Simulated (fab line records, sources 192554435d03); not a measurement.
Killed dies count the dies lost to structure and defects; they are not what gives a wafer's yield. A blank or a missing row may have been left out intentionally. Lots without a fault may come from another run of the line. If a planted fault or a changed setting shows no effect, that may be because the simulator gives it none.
fab line records    flow n5_finfet
record lots=24  wafers=72  last_day=21
route steps=1938 shown BEOL_M10@1502 BEOL_M11@1537
lots that met no fault: taken from a fault-free run of the same line
start_h: start of the lot's first displayed wafer, in hours after the record's first day    wait_h: hours from the lot's prior step to this one    " the same as in the row above    L1.1+2: one row covering several wafers at once    - no value, or no start was given    * or withheld: withheld    < > ~ a bound
route shown NAME@n: names a module that has steps shown in the file, with the first one's number in the route    usual: mean/standard deviation of fault-free wafers    same: alike in all rows    chamber/n: place in a boat    sites: per-site readings    _std_site: the standard deviation of these    _edge_site: mean of outer sites minus mean of inner sites    radius_mm: for every site, how far away it sits from the centre of the wafer    mask NAME#n: copy n    behind: the last tool/chamber to shape the wafer    hold: cause of the lot's hold/its duration in hours/its outcome    device: transistor that didn't switch, given as n, p or np    end of line: at the end of the route, the tests of the same wafers    a step without rows: its recipe alone    killed: count of dies lost to structure and defects at first sort (not the wafer's yield)    map: dies across one wafer; x = killed, . = not, _ = none there
set.NAME: the setting that was run; set.NAME@STEP: the one run at that earlier step    model.NAME: the simulator's own value behind a step, which no gauge read
one table for each step of the route and one row for each wafer, over a sample of lots
services: when a tool's chamber went out of use (start_h, in hours from the record's first day, below 0 if earlier), for how many hours, and the reason
## steps
# step N5_BEOL_M10_CD_MEAS_28
# recipe target_cd_nm=70  landing_energy_ev=500  detector=se_inlens  polarity=opening
# usual cd_nm=70.3/0.96
lot.wafer  tool       chamber  start_h  wait_h  cd_nm
L074.1     cd_sem-02  0        296.22   -       71.1
L074.4     "          0        "        "       71.2
L074.6     "          0        "        "       69.5
L077.2     cd_sem-01  0        308.91   -       69.2
L077.3     "          0        "        "       70.1
L077.5     "          0        "        "       69.3
L075.2     cd_sem-01  0        321.27   -       69.2
L075.3     "          0        "        "       71.0
L075.4     "          0        "        "       70.3
L076.2     cd_sem-01  0        323.60   -       70.9
L076.4     "          0        "        "       71.7
L076.6     "          0        "        "       70.2
L078.2     cd_sem-02  0        333.14   -       68.3
L078.4     "          0        "        "       71.0
L078.5     "          0        "        "       69.9
L080.2     cd_sem-02  0        333.31   -       70.9
L080.4     "          0        "        "       70.5
L080.5     "          0        "        "       71.9
L082.3     cd_sem-02  0        336.83   -       71.0
L082.4     "          0        "        "       71.1
L082.6     "          0        "        "       72.3
L079.4     cd_sem-03  0        339.74   -       71.5
L079.5     "          0        "        "       69.5
L079.6     "          0        "        "       71.8
L086.2     cd_sem-03  0        373.23   -       69.9
L086.3     "          0        "        "       71.2
L086.4     "          0        "        "       71.9
L081.3     cd_sem-02  0        380.71   -       71.2
L081.5     "          0        "        "       70.9
L081.6     "          0        "        "       70.8
L084.1     cd_sem-03  0        380.75   -       68.9
L084.4     "          0        "        "       70.7
L084.5     "          0        "        "       71.6
L083.2     cd_sem-02  0        380.80   -       70.1
L083.3     "          0        "        "       71.5
L083.6     "          0        "        "       69.7
L085.2     cd_sem-03  0        391.79   -       69.9
L085.3     "          0        "        "       69.2
L085.4     "          0        "        "       69.6
L090.3     cd_sem-03  0        394.60   -       70.1
L090.4     "          0        "        "       70.1
L090.6     "          0        "        "       70.5
L089.1     cd_sem-02  0        405.80   -       70.5
L089.2     "          0        "        "       71.6
L089.4     "          0        "        "       71.2
L088.2     cd_sem-02  0        410.35   -       70.5
L088.5     "          0        "        "       71.1
L088.6     "          0        "        "       70.5
L087.1     cd_sem-02  0        410.51   -       70.4
L087.2     "          0        "        "       70.4
L087.6     "          0        "        "       71.0
L091.3     cd_sem-01  0        414.10   -       70.1
L091.4     "          0        "        "       70.5
L091.5     "          0        "        "       70.3
L092.2     cd_sem-01  0        422.90   -       69.0
L092.3     "          0        "        "       69.8
L092.5     "          0        "        "       70.4
L096.1     cd_sem-02  0        422.94   -       70.0
L096.2     "          0        "        "       69.6
L096.5     "          0        "        "       70.0
L094.2     cd_sem-03  0        422.99   -       71.0
L094.3     "          0        "        "       68.5
L094.4     "          0        "        "       70.8
L093.2     cd_sem-02  0        442.11   -       70.6
L093.3     "          0        "        "       69.5
L093.6     "          0        "        "       69.9
L095.1     cd_sem-01  0        443.40   -       68.4
L095.2     "          0        "        "       68.8
L095.6     "          0        "        "       68.8
L097.4     cd_sem-03  0        450.47   -       70.7
L097.5     "          0        "        "       71.8
L097.6     "          0        "        "       70.6
# step N5_BEOL_M10_PRE_CLEAN_45
# recipe gas=H2/He  time_s=30  temp_c=250
# usual heater_power_w=309/28
lot.wafer  tool            chamber  start_h  wait_h  heater_power_w
L074.1     pvd_sputter-02  -        297.92   0.0     317
L074.4     "               -        "        "       282
L074.6     "               -        "        "       307
L077.2     pvd_sputter-01  -        310.13   0.0     360
L077.3     "               -        "        "       292
L077.5     "               -        "        "       297
L075.2     pvd_sputter-02  -        322.41   0.0     312
L075.3     "               -        "        "       333
L075.4     "               -        "        "       281
L076.2     pvd_sputter-03  -        325.22   0.0     296
L076.4     "               -        "        "       307
L076.6     "               -        "        "       320
L078.2     pvd_sputter-02  -        334.32   0.0     310
L078.4     "               -        "        "       279
L078.5     "               -        "        "       280
L080.2     pvd_sputter-02  -        335.04   0.0     284
L080.4     "               -        "        "       354
L080.5     "               -        "        "       297
L082.3     pvd_sputter-02  -        338.80   0.0     284
L082.4     "               -        "        "       347
L082.6     "               -        "        "       276
L079.4     pvd_sputter-03  -        343.71   0.0     329
L079.5     "               -        "        "       270
L079.6     "               -        "        "       302
L086.2     pvd_sputter-01  -        377.09   0.0     321
L086.3     "               -        "        "       362
L086.4     "               -        "        "       295
L081.3     pvd_sputter-01  -        381.87   0.0     293
L081.5     "               -        "        "       290
L081.6     "               -        "        "       366
L084.1     pvd_sputter-02  -        382.08   0.0     311
L084.4     "               -        "        "       284
L084.5     "               -        "        "       302
L083.2     pvd_sputter-03  -        382.52   0.0     323
L083.3     "               -        "        "       334
L083.6     "               -        "        "       299
L085.2     pvd_sputter-01  -        393.35   0.0     297
L085.3     "               -        "        "       338
L085.4     "               -        "        "       315
L090.3     pvd_sputter-02  -        395.88   0.0     286
L090.4     "               -        "        "       314
L090.6     "               -        "        "       283
L089.1     pvd_sputter-03  -        407.32   0.0     342
L089.2     "               -        "        "       327
L089.4     "               -        "        "       303
L088.2     pvd_sputter-03  -        412.60   0.0     333
L088.5     "               -        "        "       302
L088.6     "               -        "        "       322
L087.1     pvd_sputter-03  -        412.76   0.0     335
L087.2     "               -        "        "       262
L087.6     "               -        "        "       328
L091.3     pvd_sputter-03  -        417.77   0.0     317
L091.4     "               -        "        "       300
L091.5     "               -        "        "       303
L092.2     pvd_sputter-02  -        424.07   0.0     286
L092.3     "               -        "        "       344
L092.5     "               -        "        "       277
L096.1     pvd_sputter-01  -        424.61   0.0     344
L096.2     "               -        "        "       372
L096.5     "               -        "        "       345
L094.2     pvd_sputter-02  -        424.67   0.0     280
L094.3     "               -        "        "       273
L094.4     "               -        "        "       311
L093.2     pvd_sputter-02  -        443.86   0.0     277
L093.3     "               -        "        "       302
L093.6     "               -        "        "       277
L095.1     pvd_sputter-03  -        444.70   0.0     294
L095.2     "               -        "        "       327
L095.6     "               -        "        "       321
L097.4     pvd_sputter-01  -        451.80   0.0     314
L097.5     "               -        "        "       285
L097.6     "               -        "        "       316
# step N5_BEOL_M10_RS_MEAS_57
# recipe thk_meas_gauge=four-point-probe  reads=Cu_of_BEOL_M10_ECD_50+Co_of_BEOL_M10_CVD_75+TaN_of_BEOL_M10_ALD_74
# usual M10_RS=0.153/0.005
lot.wafer  tool           chamber  start_h  wait_h  M10_RS[ohm/sq]
L074.1     film_metro-01  -        299.77   0.1     0.156
L074.4     "              -        "        "       0.151
L074.6     "              -        "        "       0.159
L077.2     film_metro-01  -        313.43   0.1     0.161
L077.3     "              -        "        "       0.152
L077.5     "              -        "        "       0.150
L075.2     film_metro-01  -        323.97   0.1     0.157
L075.3     "              -        "        "       0.147
L075.4     "              -        "        "       0.152
L076.2     film_metro-01  -        327.00   0.1     0.158
L076.4     "              -        "        "       0.147
L076.6     "              -        "        "       0.148
L078.2     film_metro-01  -        336.45   0.1     0.156
L078.4     "              -        "        "       0.159
L078.5     "              -        "        "       0.155
L080.2     film_metro-01  -        338.08   0.1     0.155
L080.4     "              -        "        "       0.152
L080.5     "              -        "        "       0.156
L082.3     film_metro-01  -        340.47   0.1     0.160
L082.4     "              -        "        "       0.153
L082.6     "              -        "        "       0.161
L079.4     film_metro-01  -        345.52   0.1     0.158
L079.5     "              -        "        "       0.148
L079.6     "              -        "        "       0.157
L086.2     film_metro-02  -        378.61   0.1     0.149
L086.3     "              -        "        "       0.149
L086.4     "              -        "        "       0.152
L081.3     film_metro-02  -        383.81   0.1     0.153
L081.5     "              -        "        "       0.157
L081.6     "              -        "        "       0.158
L084.1     film_metro-02  -        384.25   0.1     0.151
L084.4     "              -        "        "       0.153
L084.5     "              -        "        "       0.152
L083.2     film_metro-01  -        385.50   0.1     0.143
L083.3     "              -        "        "       0.157
L083.6     "              -        "        "       0.143
L085.2     film_metro-01  -        396.45   0.1     0.142
L085.3     "              -        "        "       0.157
L085.4     "              -        "        "       0.157
L090.3     film_metro-02  -        397.91   0.1     0.158
L090.4     "              -        "        "       0.151
L090.6     "              -        "        "       0.150
L089.1     film_metro-01  -        410.60   0.1     0.146
L089.2     "              -        "        "       0.148
L089.4     "              -        "        "       0.150
L088.2     film_metro-01  -        414.69   0.1     0.150
L088.5     "              -        "        "       0.149
L088.6     "              -        "        "       0.145
L087.1     film_metro-01  -        414.93   0.1     0.144
L087.2     "              -        "        "       0.153
L087.6     "              -        "        "       0.153
L091.3     film_metro-02  -        419.58   0.1     0.155
L091.4     "              -        "        "       0.159
L091.5     "              -        "        "       0.153
L092.2     film_metro-02  -        425.89   0.1     0.149
L092.3     "              -        "        "       0.149
L092.5     "              -        "        "       0.147
L096.1     film_metro-02  -        426.98   0.1     0.161
L096.2     "              -        "        "       0.151
L096.5     "              -        "        "       0.149
L094.2     film_metro-02  -        427.09   0.1     0.158
L094.3     "              -        "        "       0.150
L094.4     "              -        "        "       0.149
L093.2     film_metro-01  -        446.13   0.1     0.159
L093.3     "              -        "        "       0.150
L093.6     "              -        "        "       0.149
L095.1     film_metro-01  -        446.79   0.1     0.149
L095.2     "              -        "        "       0.149
L095.6     "              -        "        "       0.154
L097.4     film_metro-02  -        453.63   0.1     0.150
L097.5     "              -        "        "       0.154
L097.6     "              -        "        "       0.148
# step N5_BEOL_M11_CURE_71
# recipe temp_c=385  time_s=240  ambient=He/Ar  material=SiCOH_lowk
# usual lamp_power_pct=52.32/0.062  wafer_temp_C_max=386.5/0.4
lot.wafer  tool        chamber  start_h  wait_h  lamp_power_pct  wafer_temp_C_max
L074.1     uv_cure-03  1        299.92   0.0     52.34           386.6
L074.4     "           1        "        "       52.26           386.5
L074.6     "           1        "        "       52.38           386.6
L077.2     uv_cure-03  0        313.65   0.1     52.27           386.2
L077.3     "           0        "        "       52.27           385.9
L077.5     "           0        "        "       52.42           385.7
L075.2     uv_cure-02  1        324.19   0.1     52.28           386.3
L075.3     "           1        "        "       52.29           386.5
L075.4     "           1        "        "       52.27           386.2
L076.2     uv_cure-02  0        327.22   0.1     52.31           387.3
L076.4     "           0        "        "       52.38           387.5
L076.6     "           0        "        "       52.28           387.0
L078.2     uv_cure-02  0        336.75   0.2     52.33           387.2
L078.4     "           0        "        "       52.31           387.1
L078.5     "           0        "        "       52.28           387.3
L080.2     uv_cure-02  2        338.76   0.6     52.41           386.2
L080.4     "           2        "        "       52.28           386.2
L080.5     "           2        "        "       52.24           386.3
L082.3     uv_cure-03  0        340.96   0.4     52.39           385.9
L082.4     "           0        "        "       52.37           386.1
L082.6     "           0        "        "       52.42           386.0
L079.4     uv_cure-02  1        353.20   7.6     52.30           386.6
L079.5     "           1        "        "       52.21           386.6
L079.6     "           1        "        "       52.32           386.4
L086.2     uv_cure-03  1        378.83   0.1     52.37           386.6
L086.3     "           1        "        "       52.23           387.1
L086.4     "           1        "        "       52.40           386.8
L081.3     uv_cure-02  1        384.26   0.4     52.31           386.1
L081.5     "           1        "        "       52.40           386.0
L081.6     "           1        "        "       52.29           386.6
L084.1     uv_cure-03  0        385.04   0.7     52.35           386.9
L084.4     "           0        "        "       52.36           386.6
L084.5     "           0        "        "       52.30           386.2
L083.2     uv_cure-03  0        385.80   0.2     52.36           386.9
L083.3     "           0        "        "       52.32           386.4
L083.6     "           0        "        "       52.39           386.7
L085.2     uv_cure-03  1        396.78   0.2     52.37           386.5
L085.3     "           1        "        "       52.34           386.5
L085.4     "           1        "        "       52.30           386.2
L090.3     uv_cure-03  1        398.21   0.2     52.33           386.3
L090.4     "           1        "        "       52.18           386.2
L090.6     "           1        "        "       52.39           386.2
L089.1     uv_cure-02  2        410.97   0.3     52.37           386.9
L089.2     "           2        "        "       52.37           386.0
L089.4     "           2        "        "       52.30           386.3
L088.2     uv_cure-03  2        414.91   0.1     52.36           386.7
L088.5     "           2        "        "       52.28           386.5
L088.6     "           2        "        "       52.25           386.4
L087.1     uv_cure-03  0        415.31   0.3     52.40           386.0
L087.2     "           0        "        "       52.47           386.6
L087.6     "           0        "        "       52.31           386.0
L091.3     uv_cure-03  2        419.95   0.3     52.40           386.2
L091.4     "           2        "        "       52.26           386.4
L091.5     "           2        "        "       52.39           386.8
L092.2     uv_cure-02  2        426.11   0.1     52.34           386.8
L092.3     "           2        "        "       52.34           387.1
L092.5     "           2        "        "       52.34           386.3
L096.1     uv_cure-02  2        427.12   0.0     52.17           386.0
L096.2     "           2        "        "       52.25           386.3
L096.5     "           2        "        "       52.25           386.8
L094.2     uv_cure-03  1        427.31   0.1     52.30           385.8
L094.3     "           1        "        "       52.33           386.5
L094.4     "           1        "        "       52.26           385.7
L093.2     uv_cure-02  1        446.35   0.1     52.23           387.0
L093.3     "           1        "        "       52.44           386.9
L093.6     "           1        "        "       52.35           387.2
L095.1     uv_cure-03  0        447.15   0.3     52.30           386.4
L095.2     "           0        "        "       52.28           386.0
L095.6     "           0        "        "       52.40           386.6
L097.4     uv_cure-03  0        454.25   0.5     52.32           387.2
L097.5     "           0        "        "       52.32           386.7
L097.6     "           0        "        "       52.32           386.3
# step N5_BEOL_M11_HM_DEP_02
# recipe material=TiN  target_thk_a=200  temp_c=25  chamber_pressure_pa=0.49996
# usual throttle_valve_pct=29.9/0.72
lot.wafer  tool            chamber  start_h  wait_h  throttle_valve_pct
L074.1     pvd_sputter-01  -        303.25   2.3     30.9
L074.4     "               -        "        "       29.7
L074.6     "               -        "        "       29.6
L077.2     pvd_sputter-03  -        316.58   2.4     30.4
L077.3     "               -        "        "       31.5
L077.5     "               -        "        "       29.5
L075.2     pvd_sputter-03  -        324.72   0.0     28.7
L075.3     "               -        "        "       29.5
L075.4     "               -        "        "       31.3
L076.2     pvd_sputter-01  -        328.79   1.1     29.3
L076.4     "               -        "        "       29.4
L076.6     "               -        "        "       29.3
L078.2     pvd_sputter-02  -        338.26   0.6     30.3
L078.4     "               -        "        "       29.7
L078.5     "               -        "        "       30.5
L080.2     pvd_sputter-02  -        340.96   0.5     29.5
L080.4     "               -        "        "       29.4
L080.5     "               -        "        "       29.3
L082.3     pvd_sputter-01  -        343.67   2.3     29.7
L082.4     "               -        "        "       29.3
L082.6     "               -        "        "       29.9
L079.4     pvd_sputter-02  -        354.12   0.3     29.7
L079.5     "               -        "        "       29.6
L079.6     "               -        "        "       29.9
L086.2     pvd_sputter-01  -        381.29   2.0     29.5
L086.3     "               -        "        "       29.3
L086.4     "               -        "        "       29.7
L081.3     pvd_sputter-02  -        385.12   0.4     29.7
L081.5     "               -        "        "       29.4
L081.6     "               -        "        "       30.7
L084.1     pvd_sputter-01  -        387.94   2.3     29.2
L084.4     "               -        "        "       31.0
L084.5     "               -        "        "       31.2
L083.2     pvd_sputter-01  -        388.86   2.2     31.0
L083.3     "               -        "        "       29.4
L083.6     "               -        "        "       31.4
L085.2     pvd_sputter-03  -        399.88   2.6     29.3
L085.3     "               -        "        "       31.2
L085.4     "               -        "        "       28.7
L090.3     pvd_sputter-03  -        400.24   1.6     29.6
L090.4     "               -        "        "       30.2
L090.6     "               -        "        "       29.6
L089.1     pvd_sputter-01  -        411.68   0.1     29.6
L089.2     "               -        "        "       31.1
L089.4     "               -        "        "       29.4
L088.2     pvd_sputter-03  -        417.95   2.6     30.5
L088.5     "               -        "        "       29.4
L088.6     "               -        "        "       28.9
L087.1     pvd_sputter-02  -        418.00   2.1     29.6
L087.2     "               -        "        "       30.7
L087.6     "               -        "        "       29.7
L091.3     pvd_sputter-01  -        423.55   3.2     29.1
L091.4     "               -        "        "       29.6
L091.5     "               -        "        "       29.7
L092.2     pvd_sputter-02  -        428.55   2.0     29.8
L092.3     "               -        "        "       30.0
L092.5     "               -        "        "       29.4
L096.1     pvd_sputter-02  -        428.65   1.0     29.9
L096.2     "               -        "        "       29.5
L096.5     "               -        "        "       30.5
L094.2     pvd_sputter-01  -        428.67   0.9     29.2
L094.3     "               -        "        "       30.0
L094.4     "               -        "        "       31.0
L093.2     pvd_sputter-01  -        448.00   1.2     29.2
L093.3     "               -        "        "       31.2
L093.6     "               -        "        "       31.1
L095.1     pvd_sputter-02  -        448.24   0.5     29.5
L095.2     "               -        "        "       30.3
L095.6     "               -        "        "       29.5
L097.4     pvd_sputter-03  -        456.60   1.8     29.0
L097.5     "               -        "        "       31.2
L097.6     "               -        "        "       30.5
# step N5_BEOL_M11_STRIP_67
# recipe chemistry=CF4  resist=SiARC  power_w=300  bias_power_w=75  pressure_mtorr=50  cf4_flow_sccm=150  rf_frequency_hz=6e+07
# usual bias_power_w=74.99/0.23  drypump_motor_current_A=5.6/0.43  oes_product_au=0.80/0.08  rf_vpp_V=271.4/1.5  showerhead_plenum_p_Torr=1.81/0.059  throttle_valve_pct=13.57/0.24
lot.wafer  tool         chamber  start_h  wait_h  bias_power_w  drypump_motor_current_A  oes_product_au  rf_hours_counter_h  rf_vpp_V  showerhead_plenum_p_Torr  throttle_valve_pct
L074.1     rie_diel-05  1        304.10   0.0     75.27         5.6                      0.70            238                 272.0     1.84                      13.86
L074.4     "            2        "        "       74.77         6.1                      0.75            160                 272.1     1.87                      13.56
L074.6     "            1        "        "       74.94         5.6                      0.69            -                   272.2     1.83                      13.86
L077.2     rie_diel-06  3        317.54   0.0     75.45         6.1                      0.88            42                  270.9     1.81                      13.38
L077.3     "            0        "        "       74.76         5.8                      0.75            164                 271.8     1.78                      13.81
L077.5     "            0        "        "       74.64         5.8                      0.74            -                   271.0     1.78                      13.83
L075.2     rie_diel-06  0        325.41   0.0     74.82         5.8                      0.75            167                 271.4     1.78                      13.85
L075.3     "            1        "        "       75.01         5.6                      0.78            126                 272.8     1.87                      13.39
L075.4     "            3        "        "       75.07         6.1                      0.88            -                   270.9     1.81                      13.39
L076.2     rie_diel-02  0        329.60   0.0     74.81         4.8                      0.90            22                  275.5     1.89                      13.56
L076.4     "            1        "        "       74.95         6.4                      0.78            -                   272.5     1.88                      13.57
L076.6     "            3        "        "       75.46         5.7                      0.79            -                   269.0     1.75                      13.91
L078.2     rie_diel-05  3        339.08   0.0     74.71         5.7                      0.72            208                 268.3     1.70                      13.60
L078.4     "            2        "        "       74.87         6.1                      0.74            172                 272.4     1.87                      13.60
L078.5     "            0        "        "       74.80         5.0                      0.70            -                   270.0     1.72                      13.87
L080.2     rie_diel-06  3        341.78   0.0     74.95         6.0                      0.87            51                  271.4     1.81                      13.41
L080.4     "            2        "        "       74.78         5.5                      0.95            6                   269.7     1.78                      13.15
L080.5     "            2        "        "       74.66         5.6                      0.95            -                   271.4     1.78                      13.13
L082.3     rie_diel-06  2        344.59   0.0     75.37         5.5                      0.95            7                   271.2     1.78                      13.15
L082.4     "            3        "        "       75.05         6.1                      0.86            52                  270.6     1.81                      13.40
L082.6     "            2        "        "       75.14         5.5                      0.95            -                   268.3     1.78                      13.14
L079.4     rie_diel-06  2        354.93   0.0     74.85         5.5                      0.93            -                   269.6     1.78                      13.16
L079.5     "            0        "        "       74.92         5.8                      0.74            -                   272.2     1.78                      13.84
L079.6     "            3        "        "       74.88         6.0                      0.86            -                   271.2     1.81                      13.41
L086.2     rie_diel-02  2        382.11   0.0     74.96         5.0                      0.90            17                  271.2     1.84                      13.29
L086.3     "            0        "        "       74.71         4.8                      0.89            39                  273.3     1.88                      13.61
L086.4     "            1        "        "       74.70         6.4                      0.77            139                 273.4     1.88                      13.62
L081.3     rie_diel-06  1        386.14   0.0     74.94         5.6                      0.77            143                 272.7     1.86                      13.44
L081.5     "            1        "        "       74.85         5.6                      0.77            -                   270.6     1.86                      13.44
L081.6     "            2        "        "       74.90         5.5                      0.91            -                   271.8     1.78                      13.16
L084.1     rie_diel-05  0        389.44   0.0     75.01         5.0                      0.69            232                 269.2     1.72                      13.91
L084.4     "            3        "        "       74.88         5.7                      0.70            226                 270.0     1.70                      13.62
L084.5     "            2        "        "       74.53         6.1                      0.73            -                   272.5     1.86                      13.65
L083.2     rie_diel-05  1        389.92   0.0     74.27         5.5                      0.96            2                   271.4     1.83                      13.32
L083.3     "            3        "        "       75.25         5.7                      0.70            226                 269.4     1.70                      13.62
L083.6     "            0        "        "       74.93         5.0                      0.69            -                   269.3     1.72                      13.92
L085.2     rie_diel-06  3        400.83   0.0     74.74         6.0                      0.85            68                  271.9     1.80                      13.44
L085.3     "            2        "        "       75.21         5.5                      0.91            23                  269.6     1.78                      13.18
L085.4     "            0        "        "       75.13         5.8                      0.73            191                 268.9     1.78                      13.88
L090.3     rie_diel-06  1        401.08   0.0     75.09         5.5                      0.76            148                 273.2     1.86                      13.45
L090.4     "            3        "        "       74.97         6.0                      0.85            68                  272.5     1.80                      13.45
L090.6     "            1        "        "       74.96         5.5                      0.76            -                   272.0     1.86                      13.42
L089.1     rie_diel-02  0        412.37   0.0     75.11         4.8                      0.87            46                  273.4     1.88                      13.62
L089.2     "            2        "        "       75.16         5.0                      0.89            25                  272.2     1.83                      13.30
L089.4     "            1        "        "       75.06         6.4                      0.75            147                 271.1     1.87                      13.64
L088.2     rie_diel-05  3        418.76   0.0     75.46         5.7                      0.70            236                 269.3     1.69                      13.65
L088.5     "            0        "        "       74.92         5.0                      0.68            -                   270.1     1.71                      13.92
L088.6     "            3        "        "       75.21         5.7                      0.70            -                   270.1     1.69                      13.65
L087.1     rie_diel-05  2        419.30   0.0     75.23         6.1                      0.72            199                 270.9     1.86                      13.66
L087.2     "            3        "        "       74.82         5.7                      0.70            236                 267.7     1.69                      13.66
L087.6     "            2        "        "       75.14         6.1                      0.72            -                   273.2     1.86                      13.66
L091.3     rie_diel-02  1        424.26   0.0     74.48         6.4                      0.75            151                 273.5     1.87                      13.66
L091.4     "            3        "        "       74.68         5.7                      0.76            149                 270.5     1.74                      13.97
L091.5     "            1        "        "       74.67         6.4                      0.76            -                   273.4     1.87                      13.64
L092.2     rie_diel-02  0        429.36   0.0     74.96         4.8                      0.85            51                  272.0     1.88                      13.62
L092.3     "            1        "        "       75.27         6.4                      0.76            153                 273.8     1.87                      13.65
L092.5     "            2        "        "       74.76         5.0                      0.88            -                   272.7     1.83                      13.33
L096.1     rie_diel-06  1        429.44   0.0     74.76         5.5                      0.75            157                 272.3     1.86                      13.47
L096.2     "            2        "        "       74.97         5.6                      0.89            32                  271.2     1.77                      13.21
L096.5     "            2        "        "       75.04         5.5                      0.90            -                   269.9     1.77                      13.21
L094.2     rie_diel-02  2        429.61   0.0     75.12         5.0                      0.88            30                  272.0     1.83                      13.31
L094.3     "            0        "        "       75.15         4.8                      0.86            51                  272.3     1.88                      13.62
L094.4     "            1        "        "       75.24         6.4                      0.76            153                 274.4     1.87                      13.65
L093.2     rie_diel-06  1        449.28   0.0     74.71         5.6                      0.74            164                 273.6     1.86                      13.49
L093.3     "            0        "        "       75.10         5.8                      0.72            201                 271.1     1.77                      13.90
L093.6     "            2        "        "       75.15         5.5                      0.89            -                   270.9     1.77                      13.21
L095.1     rie_diel-02  1        449.41   0.0     75.36         6.4                      0.74            160                 272.2     1.87                      13.68
L095.2     "            2        "        "       75.02         5.1                      0.86            37                  271.8     1.83                      13.32
L095.6     "            3        "        "       75.23         5.7                      0.76            -                   270.3     1.74                      13.99
L097.4     rie_diel-05  1        457.33   0.0     75.11         5.6                      0.89            -                   271.2     1.82                      13.36
L097.5     "            3        "        "       75.26         5.7                      0.69            -                   270.4     1.69                      13.69
L097.6     "            2        "        "       75.11         6.1                      0.71            -                   272.5     1.86                      13.67
## services
tool         chamber  start_h  hours  kind
rie_diel-05  0        278.72   5.3    repair
rie_diel-06  0        285.76   6.9    repair
rie_diel-06  2        292.73   -      clean
rie_diel-06  2        292.73   -      consumable_replace:focus_ring
rie_diel-06  2        292.73   33.7   scheduled_down
rie_diel-06  2        292.73   33.7   vent_cycle
rie_diel-02  2        317.30   -      clean
rie_diel-02  2        317.30   -      consumable_replace:focus_ring
rie_diel-02  2        317.30   12.3   scheduled_down
rie_diel-02  2        317.30   12.3   vent_cycle
uv_cure-03   -        328.24   1.5    repair
rie_diel-05  0        344.40   2.8    repair
rie_diel-05  1        347.18   -      clean
rie_diel-05  1        347.18   -      consumable_replace:esc
rie_diel-05  1        347.18   -      consumable_replace:focus_ring
rie_diel-05  1        347.18   37.7   scheduled_down
rie_diel-05  1        347.18   37.7   vent_cycle
uv_cure-03   -        347.32   28.1   pm
rie_diel-02  1        367.74   5.0    repair
rie_diel-06  0        401.30   8.8    repair
rie_diel-06  0        411.47   6.5    repair
rie_diel-02  2        417.51   2.8    repair
rie_diel-06  2        431.53   15.6   repair
uv_cure-03   -        443.36   1.0    pm
## key
fault none
